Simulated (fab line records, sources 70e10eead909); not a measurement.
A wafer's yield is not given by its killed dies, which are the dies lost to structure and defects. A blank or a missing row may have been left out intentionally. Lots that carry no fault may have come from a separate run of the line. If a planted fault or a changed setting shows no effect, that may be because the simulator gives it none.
Problem report in the 8D (eight disciplines) form, filled by code -- flow nand_harc -- the parts of the form that need people (team, actions taken, sign-off) are left out

## 1. THE ISSUE
killed_at_array at NHARC_END_SORT_01 reads a mean of 673 on 5 wafers of 3 lots; wafers without a fault read 27 with a standard deviation of 12. That is +54 standard deviations from the usual mean.
First observed at day 24 19:15: wafer L373.1, on prober-02. Wafers with a number at this step in the record: 8, from 3 lots. The rule behind "out" and "out of limits": a value lying over 4 standard deviations away from the usual mean. The rest of the wafers with a number are treated as sound.

## 2. WHAT THIS IS AND IS NOT
question,is,is not
which readings at this step,"killed_at_array, killed_dies","killed_at_other, killed_at_periphery, killed_open"
which lots,"L372, L373, L374",-
which wafers of those lots,"L372.1, L372.3, L373.1, L373.3, L374.3","L373.6, L374.4, L374.6"
read on which gauges,"prober-01, prober-02",-
when,from day 24 19:15,"up to then (0 sound wafers); but 3 sound wafers of L373, L374 came after"

## 3. WHAT RULES OUT EACH SUSPECT
Counting: a tool at a process step up to the reading stays a suspect if it ran every lot that is out. Sound lots after the first of them don't rule it out here, since some wafers of a struck lot are sound.
- the gauge at NHARC_END_SORT_01: ruled out. Those wafers that are out were read across 2 gauges (prober-01, prober-02).
- rie_metal-03 at NHARC_A_WL_FILL_ETCHBACK_04 (etches the open film in NF3, target depth 60 nm, time 120 s): kept. It ran every lot that is out, first L373 (day 17 15:25). Out on those wafers are its own readings of run_length_s.
- rie_diel-03 at NHARC_A_WL_FILL_ETCHBACK_16 (etches the open film in C4F8/O2/Ar, target depth 88 nm, time 17.6 s): kept. It ran every lot that is out, first L373 (day 24 19:15). NHARC_A_WL_FILL_ETCHBACK_16: start missing for some lots; hours and lot order therefore follow NHARC_END_SORT_01.
After counting, rie_metal-03 at NHARC_A_WL_FILL_ETCHBACK_04 and rie_diel-03 at NHARC_A_WL_FILL_ETCHBACK_16 remain.

## 4. THE CAUSE (what the simulator had put in)
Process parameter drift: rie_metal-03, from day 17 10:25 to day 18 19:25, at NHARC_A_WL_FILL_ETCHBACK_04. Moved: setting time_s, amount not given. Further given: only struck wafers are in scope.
Of the 2 suspects that counting leaves, this tool is one.

## 5. THE EFFECT CHAIN, in route order
Each row: a reading where the mean over the struck wafers with a number is more than 3 standard deviations away from the usual. Readings are gone through only where the record gives a usual standard deviation; hours: the median, over the lots, of the time from a lot's start at the first step in this table giving one to that lot's start at this step; sigmas: the change measured in usual standard deviations.
hours,step,reading,usual,on struck wafers,change,sigmas
0,NHARC_A_WL_FILL_ETCHBACK_04,run_length_s,141.1 s,91.3,-49.8,-99 or more
169,NHARC_END_SORT_01,killed_at_array,27,673,+646,+54
169,NHARC_END_SORT_01,killed_dies,31,677,+646,+54
It contains these process steps:
- NHARC_A_WL_FILL_ETCHBACK_04: etches the open film in NF3, target depth 60 nm, time 120 s.

## 6. HOW IT WOULD HAVE BEEN CAUGHT EARLIER
The first out-of-limits reading at a measuring or inspecting step in this record came at day 24 19:15, 177 hours after the fault's start at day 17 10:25.
At NHARC_A_WL_FILL_ETCHBACK_04, the tool's own readings (run_length_s) were out on each struck wafer the step has a row for, so an alarm limit on them would have fired on the first such wafer.
Lots out: 3; all had begun NHARC_A_WL_FILL_ETCHBACK_04 on rie_metal-03 by day 24 19:15. A hold on the tool at that time would have spared none of them.
